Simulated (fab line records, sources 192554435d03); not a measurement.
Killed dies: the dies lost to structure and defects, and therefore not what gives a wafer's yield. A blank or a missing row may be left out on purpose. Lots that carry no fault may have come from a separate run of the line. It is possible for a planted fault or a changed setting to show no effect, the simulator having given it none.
Which tool was responsible? || flow n5Finfet || 9 lots, 25 wafers sampled, at 5 steps of a route of 1938

WHAT THE GAUGES READ, wafer by wafer
N5_SPACER0_INSPECT_04: inspects for defects (darkfield). Usual: rawDefectCount reads 149 (standard deviation 34).
{"lot": "L250", "measured": "day 4 11:58", "on": "defectInspect-01", "rawDefectCount": "130 144", "flag": ""}
{"lot": "L251", "measured": "day 4 17:16", "on": "defectInspect-01", "rawDefectCount": "119 106", "flag": ""}
{"lot": "L260", "measured": "day 7 04:40", "on": "defectInspect-02", "rawDefectCount": "135 126 160", "flag": ""}
{"lot": "L262", "measured": "day 7 13:38", "on": "defectInspect-01", "rawDefectCount": "103 107 121", "flag": ""}
{"lot": "L263", "measured": "day 7 21:02", "on": "defectInspect-01", "rawDefectCount": "136 94 145", "flag": ""}
{"lot": "L264", "measured": "day 8 00:24", "on": "defectInspect-02", "rawDefectCount": "179 213 256", "flag": ""}
{"lot": "L265", "measured": "day 8 05:56", "on": "defectInspect-01", "rawDefectCount": "136 251 128", "flag": ""}
{"lot": "L266", "measured": "day 8 12:44", "on": "defectInspect-02", "rawDefectCount": "153 186 170", "flag": ""}
{"lot": "L267", "measured": "day 8 18:41", "on": "defectInspect-01", "rawDefectCount": "126 118 125", "flag": ""}

N5_BEOL_M4_RC_MEAS_101. Usual: DIBL_N 35.3 mV/V, standard deviation 1.8; DIBL_P 35.2 mV/V, standard deviation 2.2; IOFF_N 0.144 nA/um, standard deviation 0.029; IOFF_P 0.19 nA/um, standard deviation 0.031; ION_N 670 uA/um, standard deviation 12; ION_P 460 uA/um, standard deviation 7.6; SS_N 71.2 mV/dec, standard deviation 0.62; SS_P 73.0 mV/dec, standard deviation 0.69; VT_N 251 mV, standard deviation 3.4; VT_P -251.4 mV, standard deviation 2.6.
{"lot": "L250", "measured": "day 10 20:47", "on": "prober-01", "DIBL_N (mV/V)": "36.7 34.0", "DIBL_P (mV/V)": "36.9 34.2", "IOFF_N (nA/um)": "0.172 0.124", "IOFF_P (nA/um)": "0.21 0.16", "ION_N (uA/um)": "675 651", "ION_P (uA/um)": "459 449", "SS_N (mV/dec)": "72.3 71.8", "SS_P (mV/dec)": "73.8 73.0", "VT_N (mV)": "249 255", "VT_P (mV)": "-252.4 -253.9", "flag": ""}
{"lot": "L251", "measured": "day 10 21:23", "on": "prober-02", "DIBL_N (mV/V)": "35.3 33.2", "DIBL_P (mV/V)": "35.4 33.2", "IOFF_N (nA/um)": "0.144 0.124", "IOFF_P (nA/um)": "0.20 0.18", "ION_N (uA/um)": "670 668", "ION_P (uA/um)": "469 460", "SS_N (mV/dec)": "71.5 70.3", "SS_P (mV/dec)": "73.3 72.4", "VT_N (mV)": "250 249", "VT_P (mV)": "-250.0 -250.6", "flag": ""}
{"lot": "L260", "measured": "day 14 03:11", "on": "prober-02", "DIBL_N (mV/V)": "35.6 34.3 36.8", "DIBL_P (mV/V)": "36.8 33.9 37.6", "IOFF_N (nA/um)": "0.138 0.111 0.154", "IOFF_P (nA/um)": "0.20 0.16 0.21", "ION_N (uA/um)": "676 669 672", "ION_P (uA/um)": "467 466 458", "SS_N (mV/dec)": "71.4 71.0 71.3", "SS_P (mV/dec)": "73.2 72.4 73.4", "VT_N (mV)": "252 255 252", "VT_P (mV)": "-252.4 -254.0 -252.4", "flag": ""}
{"lot": "L262", "measured": "day 13 18:06", "on": "prober-01", "DIBL_N (mV/V)": "36.0 35.0 32.7", "DIBL_P (mV/V)": "34.9 34.2 31.9", "IOFF_N (nA/um)": "0.143 0.130 0.108", "IOFF_P (nA/um)": "0.19 0.18 0.16", "ION_N (uA/um)": "659 673 665", "ION_P (uA/um)": "456 465 468", "SS_N (mV/dec)": "71.5 70.1 70.4", "SS_P (mV/dec)": "72.6 72.3 72.3", "VT_N (mV)": "254 251 252", "VT_P (mV)": "-249.3 -252.6 -250.9", "flag": ""}
{"lot": "L263", "measured": "day 14 03:51", "on": "prober-01", "DIBL_N (mV/V)": "35.2 36.2 37.1", "DIBL_P (mV/V)": "35.2 36.5 38.4", "IOFF_N (nA/um)": "0.151 0.167 0.194", "IOFF_P (nA/um)": "0.20 0.22 0.26", "ION_N (uA/um)": "655 669 677", "ION_P (uA/um)": "453 463 463", "SS_N (mV/dec)": "72.2 72.6 71.3", "SS_P (mV/dec)": "73.2 73.1 73.8", "VT_N (mV)": "251 248 246", "VT_P (mV)": "-252.5 -248.8 -247.0", "flag": ""}
{"lot": "L264", "measured": "day 13 21:32", "on": "prober-02", "DIBL_N (mV/V)": "34.2 32.6 33.4", "DIBL_P (mV/V)": "33.7 31.2 32.4", "IOFF_N (nA/um)": "0.142 0.108 0.120", "IOFF_P (nA/um)": "0.19 0.16 0.18", "ION_N (uA/um)": "685 667 684", "ION_P (uA/um)": "470 460 474", "SS_N (mV/dec)": "70.9 71.0 70.9", "SS_P (mV/dec)": "72.5 72.6 72.9", "VT_N (mV)": "250 253 254", "VT_P (mV)": "-249.0 -253.1 -249.8", "flag": ""}
{"lot": "L265", "measured": "day 14 06:23", "on": "prober-02", "DIBL_N (mV/V)": "38.2 36.5 33.5", "DIBL_P (mV/V)": "38.3 36.2 32.3", "IOFF_N (nA/um)": "0.193 0.149 0.112", "IOFF_P (nA/um)": "0.24 0.22 0.16", "ION_N (uA/um)": "678 677 671", "ION_P (uA/um)": "463 461 467", "SS_N (mV/dec)": "72.3 71.6 71.1", "SS_P (mV/dec)": "73.8 72.4 71.8", "VT_N (mV)": "246 252 251", "VT_P (mV)": "-248.2 -249.9 -253.5", "flag": ""}
{"lot": "L266", "measured": "day 14 12:19", "on": "prober-01", "DIBL_N (mV/V)": "35.8 37.0 33.9", "DIBL_P (mV/V)": "35.3 37.5 33.2", "IOFF_N (nA/um)": "0.138 0.159 0.114", "IOFF_P (nA/um)": "0.20 0.23 0.16", "ION_N (uA/um)": "668 661 651", "ION_P (uA/um)": "456 460 450", "SS_N (mV/dec)": "71.2 71.6 70.2", "SS_P (mV/dec)": "73.1 72.8 72.4", "VT_N (mV)": "250 250 254", "VT_P (mV)": "-249.3 -248.0 -253.4", "flag": ""}
{"lot": "L267", "measured": "day 15 05:55", "on": "prober-01", "DIBL_N (mV/V)": "35.6 40.4 37.9", "DIBL_P (mV/V)": "34.8 40.9 37.7", "IOFF_N (nA/um)": "0.137 0.234 0.171", "IOFF_P (nA/um)": "0.18 0.28 0.23", "ION_N (uA/um)": "667 680 670", "ION_P (uA/um)": "456 461 460", "SS_N (mV/dec)": "71.4 73.2 72.4", "SS_P (mV/dec)": "73.4 74.8 74.4", "VT_N (mV)": "254 244 247", "VT_P (mV)": "-254.8 -247.3 -250.3", "flag": ""}

WHICH TOOL RAN EACH LOT (tool, then ch and the chambers of the sampled wafers, then the start)
{"lot": "L250", "N5_DUMMY_GATE_HM_OPEN_21": "rieDiel-06 ch 3, day 4 10:38", "N5_DUMMY_GATE_ETCH_42": "rieDiel-06 ch 3, day 4 11:08", "N5_SD_EPI_N_COAT_32": "lithoTrack-01 ch 0, day 4 12:00"}
{"lot": "L251", "N5_DUMMY_GATE_HM_OPEN_21": "rieDiel-01 ch 1,3, day 4 15:25", "N5_DUMMY_GATE_ETCH_42": "rieDiel-06 ch 0,3, day 4 15:53", "N5_SD_EPI_N_COAT_32": "lithoTrack-01 ch 0, day 4 17:18"}
{"lot": "L260", "N5_DUMMY_GATE_HM_OPEN_21": "rieDiel-02 ch 0,2, day 7 03:25", "N5_DUMMY_GATE_ETCH_42": "rieDiel-01 ch 1,2, day 7 03:49", "N5_SD_EPI_N_COAT_32": "lithoTrack-01 ch 0, day 7 04:41"}
{"lot": "L262", "N5_DUMMY_GATE_HM_OPEN_21": "rieDiel-02 ch 1,2,3, day 7 12:23", "N5_DUMMY_GATE_ETCH_42": "rieDiel-06 ch 0,1,2, day 7 12:47", "N5_SD_EPI_N_COAT_32": "lithoTrack-01 ch 0, day 7 13:40"}
{"lot": "L263", "N5_DUMMY_GATE_HM_OPEN_21": "rieDiel-06 ch 0,2, day 7 19:47", "N5_DUMMY_GATE_ETCH_42": "rieDiel-06 ch 0,1,2, day 7 20:12", "N5_SD_EPI_N_COAT_32": "lithoTrack-02 ch 0, day 7 21:04"}
{"lot": "L264", "N5_DUMMY_GATE_HM_OPEN_21": "rieDiel-02 ch 1,2,3, day 7 23:05", "N5_DUMMY_GATE_ETCH_42": "rieDiel-01 ch 0,1,3, day 7 23:34", "N5_SD_EPI_N_COAT_32": "lithoTrack-01 ch 0, day 8 00:26"}
{"lot": "L265", "N5_DUMMY_GATE_HM_OPEN_21": "rieDiel-06 ch 0,1,3, day 8 04:21", "N5_DUMMY_GATE_ETCH_42": "rieDiel-01 ch 1,2,3, day 8 04:46", "N5_SD_EPI_N_COAT_32": "lithoTrack-01 ch 0, day 8 05:58"}
{"lot": "L266", "N5_DUMMY_GATE_HM_OPEN_21": "rieDiel-02 ch 2,3, day 8 11:20", "N5_DUMMY_GATE_ETCH_42": "rieDiel-06 ch 0,1,3, day 8 11:49", "N5_SD_EPI_N_COAT_32": "lithoTrack-01 ch 0, day 8 12:46"}
{"lot": "L267", "N5_DUMMY_GATE_HM_OPEN_21": "rieDiel-06 ch 2,3, day 8 16:52", "N5_DUMMY_GATE_ETCH_42": "rieDiel-01 ch 1,2,3, day 8 17:16", "N5_SD_EPI_N_COAT_32": "lithoTrack-03 ch 0, day 8 18:43"}
- N5_DUMMY_GATE_HM_OPEN_21: chemistry CH3F/O2, target SiNx, target depth 120 nm, time 171.4 s.
- N5_DUMMY_GATE_ETCH_42: etches SiO2 in CHF3/O2, target depth 3.5 nm, time 31 s.
- N5_SD_EPI_N_COAT_32: time 60 s, resist thk 350 nm.

WHAT THE TOOLS THEMSELVES READ (means of the sampled wafers that have a number; where no wafer has one, the mark that the record gives instead)
N5_DUMMY_GATE_HM_OPEN_21. Usual: drypumpMotorCurrentA 5.80 A, standard deviation 0.25; oes_ar_750_au 0.78 a.u., standard deviation 0.094; oesProductAu 0.78 a.u., standard deviation 0.1; rfVppV 299 V, standard deviation 4.5; showerheadPlenumPTorr 2.04 Torr, standard deviation 0.055; throttleValvePct 16.52 %, standard deviation 0.27.
{"lot": "L250", "tool": "rieDiel-06", "drypumpMotorCurrentA (A)": 5.89, "oes_ar_750_au (a.u.)": 0.70, "oesProductAu (a.u.)": 0.69, "rfVppV (V)": 299, "showerheadPlenumPTorr (Torr)": 1.99, "throttleValvePct (%)": 16.96, "flag": ""}
{"lot": "L251", "tool": "rieDiel-01", "drypumpMotorCurrentA (A)": 5.90, "oes_ar_750_au (a.u.)": 0.74, "oesProductAu (a.u.)": 0.75, "rfVppV (V)": 298, "showerheadPlenumPTorr (Torr)": 2.06, "throttleValvePct (%)": 16.59, "flag": ""}
{"lot": "L260", "tool": "rieDiel-02", "drypumpMotorCurrentA (A)": 5.59, "oes_ar_750_au (a.u.)": 0.72, "oesProductAu (a.u.)": 0.72, "rfVppV (V)": 299, "showerheadPlenumPTorr (Torr)": 2.05, "throttleValvePct (%)": 16.68, "flag": ""}
{"lot": "L262", "tool": "rieDiel-02", "drypumpMotorCurrentA (A)": 5.87, "oes_ar_750_au (a.u.)": 0.72, "oesProductAu (a.u.)": 0.73, "rfVppV (V)": 305, "showerheadPlenumPTorr (Torr)": 2.10, "throttleValvePct (%)": 16.67, "flag": ""}
{"lot": "L263", "tool": "rieDiel-06", "drypumpMotorCurrentA (A)": 5.90, "oes_ar_750_au (a.u.)": 0.85, "oesProductAu (a.u.)": 0.85, "rfVppV (V)": 296, "showerheadPlenumPTorr (Torr)": 2.00, "throttleValvePct (%)": 16.33, "flag": ""}
{"lot": "L264", "tool": "rieDiel-02", "drypumpMotorCurrentA (A)": 5.86, "oes_ar_750_au (a.u.)": 0.72, "oesProductAu (a.u.)": 0.72, "rfVppV (V)": 304, "showerheadPlenumPTorr (Torr)": 2.10, "throttleValvePct (%)": 16.67, "flag": ""}
{"lot": "L265", "tool": "rieDiel-06", "drypumpMotorCurrentA (A)": 5.83, "oes_ar_750_au (a.u.)": 0.86, "oesProductAu (a.u.)": 0.86, "rfVppV (V)": 295, "showerheadPlenumPTorr (Torr)": 2.01, "throttleValvePct (%)": 16.50, "flag": ""}
{"lot": "L266", "tool": "rieDiel-02", "drypumpMotorCurrentA (A)": 5.69, "oes_ar_750_au (a.u.)": 0.71, "oesProductAu (a.u.)": 0.70, "rfVppV (V)": 305, "showerheadPlenumPTorr (Torr)": 2.09, "throttleValvePct (%)": 16.77, "flag": ""}
{"lot": "L267", "tool": "rieDiel-06", "drypumpMotorCurrentA (A)": 5.94, "oes_ar_750_au (a.u.)": 0.88, "oesProductAu (a.u.)": 0.88, "rfVppV (V)": 296, "showerheadPlenumPTorr (Torr)": 1.99, "throttleValvePct (%)": 16.52, "flag": ""}

N5_DUMMY_GATE_ETCH_42. Usual: drypumpMotorCurrentA 5.83 A, standard deviation 0.22; oes_ar_750_au 0.78 a.u., standard deviation 0.085; oesProductAu 0.78 a.u., standard deviation 0.094; rfVppV 42.2 V, standard deviation 1; showerheadPlenumPTorr 2.42 Torr, standard deviation 0.061; throttleValvePct 18.84 %, standard deviation 0.27.
{"lot": "L250", "tool": "rieDiel-06", "drypumpMotorCurrentA (A)": 5.89, "oes_ar_750_au (a.u.)": 0.71, "oesProductAu (a.u.)": 0.69, "rfVppV (V)": 42.8, "showerheadPlenumPTorr (Torr)": 2.37, "throttleValvePct (%)": 19.27, "flag": ""}
{"lot": "L251", "tool": "rieDiel-06", "drypumpMotorCurrentA (A)": 5.88, "oes_ar_750_au (a.u.)": 0.69, "oesProductAu (a.u.)": 0.69, "rfVppV (V)": 41.5, "showerheadPlenumPTorr (Torr)": 2.38, "throttleValvePct (%)": 19.13, "flag": ""}
{"lot": "L260", "tool": "rieDiel-01", "drypumpMotorCurrentA (A)": 5.82, "oes_ar_750_au (a.u.)": 0.85, "oesProductAu (a.u.)": 0.87, "rfVppV (V)": 42.7, "showerheadPlenumPTorr (Torr)": 2.40, "throttleValvePct (%)": 18.84, "flag": ""}
{"lot": "L262", "tool": "rieDiel-06", "drypumpMotorCurrentA (A)": 5.86, "oes_ar_750_au (a.u.)": 0.80, "oesProductAu (a.u.)": 0.79, "rfVppV (V)": 42.2, "showerheadPlenumPTorr (Torr)": 2.42, "throttleValvePct (%)": 18.79, "flag": ""}
{"lot": "L263", "tool": "rieDiel-06", "drypumpMotorCurrentA (A)": 5.87, "oes_ar_750_au (a.u.)": 0.79, "oesProductAu (a.u.)": 0.78, "rfVppV (V)": 41.7, "showerheadPlenumPTorr (Torr)": 2.42, "throttleValvePct (%)": 18.80, "flag": ""}
{"lot": "L264", "tool": "rieDiel-01", "drypumpMotorCurrentA (A)": 5.81, "oes_ar_750_au (a.u.)": 0.78, "oesProductAu (a.u.)": 0.78, "rfVppV (V)": 41.9, "showerheadPlenumPTorr (Torr)": 2.45, "throttleValvePct (%)": 18.79, "flag": ""}
{"lot": "L265", "tool": "rieDiel-01", "drypumpMotorCurrentA (A)": 5.80, "oes_ar_750_au (a.u.)": 0.78, "oesProductAu (a.u.)": 0.79, "rfVppV (V)": 42.8, "showerheadPlenumPTorr (Torr)": 2.42, "throttleValvePct (%)": 18.85, "flag": ""}
{"lot": "L266", "tool": "rieDiel-06", "drypumpMotorCurrentA (A)": 5.83, "oes_ar_750_au (a.u.)": 0.85, "oesProductAu (a.u.)": 0.85, "rfVppV (V)": 42.1, "showerheadPlenumPTorr (Torr)": 2.40, "throttleValvePct (%)": 18.85, "flag": ""}
{"lot": "L267", "tool": "rieDiel-01", "drypumpMotorCurrentA (A)": 5.79, "oes_ar_750_au (a.u.)": 0.78, "oesProductAu (a.u.)": 0.79, "rfVppV (V)": 42.6, "showerheadPlenumPTorr (Torr)": 2.42, "throttleValvePct (%)": 18.86, "flag": ""}

N5_SD_EPI_N_COAT_32. Usual: exhaustPa 44.9 Pa, standard deviation 0.81; heaterPowerTotalW 500.7 W, standard deviation 1.7; runLengthS 66.12 s, standard deviation 0.2.
{"lot": "L250", "tool": "lithoTrack-01", "exhaustPa (Pa)": 45.4, "heaterPowerTotalW (W)": 511.5, "runLengthS (s)": 63.70, "flag": "OFF"}
{"lot": "L251", "tool": "lithoTrack-01", "exhaustPa (Pa)": 43.9, "heaterPowerTotalW (W)": 514.9, "runLengthS (s)": 63.77, "flag": "OFF"}
{"lot": "L260", "tool": "lithoTrack-01", "exhaustPa (Pa)": 44.5, "heaterPowerTotalW (W)": 501.1, "runLengthS (s)": 66.28, "flag": ""}
{"lot": "L262", "tool": "lithoTrack-01", "exhaustPa (Pa)": 45.5, "heaterPowerTotalW (W)": 500.5, "runLengthS (s)": 66.25, "flag": ""}
{"lot": "L263", "tool": "lithoTrack-02", "exhaustPa (Pa)": 44.8, "heaterPowerTotalW (W)": 500.8, "runLengthS (s)": 65.79, "flag": ""}
{"lot": "L264", "tool": "lithoTrack-01", "exhaustPa (Pa)": 45.3, "heaterPowerTotalW (W)": 501.0, "runLengthS (s)": 66.25, "flag": ""}
{"lot": "L265", "tool": "lithoTrack-01", "exhaustPa (Pa)": 45.2, "heaterPowerTotalW (W)": 501.7, "runLengthS (s)": 66.21, "flag": ""}
{"lot": "L266", "tool": "lithoTrack-01", "exhaustPa (Pa)": 45.8, "heaterPowerTotalW (W)": 500.2, "runLengthS (s)": 66.13, "flag": ""}
{"lot": "L267", "tool": "lithoTrack-03", "exhaustPa (Pa)": 45.5, "heaterPowerTotalW (W)": 499.8, "runLengthS (s)": 65.86, "flag": ""}

THE ANSWER, worked out from the rows above alone
Rule: take the mean of a lot's wafers that have a number; if it is more than 3 standard deviations from the usual mean, the lot is off. A lot without any number at a reading at which 4 lots or more have one is off too. The other lots that the step has rows for count as sound. First the gauges in route order, then the tools' own readings, where a lot's mean is used as printed above. The first step at which some lot is off is used, and at that step the reading that is off furthest; a lot without a number counts as furthest.
Off, at N5_SD_EPI_N_COAT_32 on runLengthS: L250, L251.
If a tool, at that step or one of the process steps before it, ran each lot that is off and ran no sound lot following the first of them, it fits. No candidate that was tried fits.

WHAT THE SIMULATOR HAD PUT IN
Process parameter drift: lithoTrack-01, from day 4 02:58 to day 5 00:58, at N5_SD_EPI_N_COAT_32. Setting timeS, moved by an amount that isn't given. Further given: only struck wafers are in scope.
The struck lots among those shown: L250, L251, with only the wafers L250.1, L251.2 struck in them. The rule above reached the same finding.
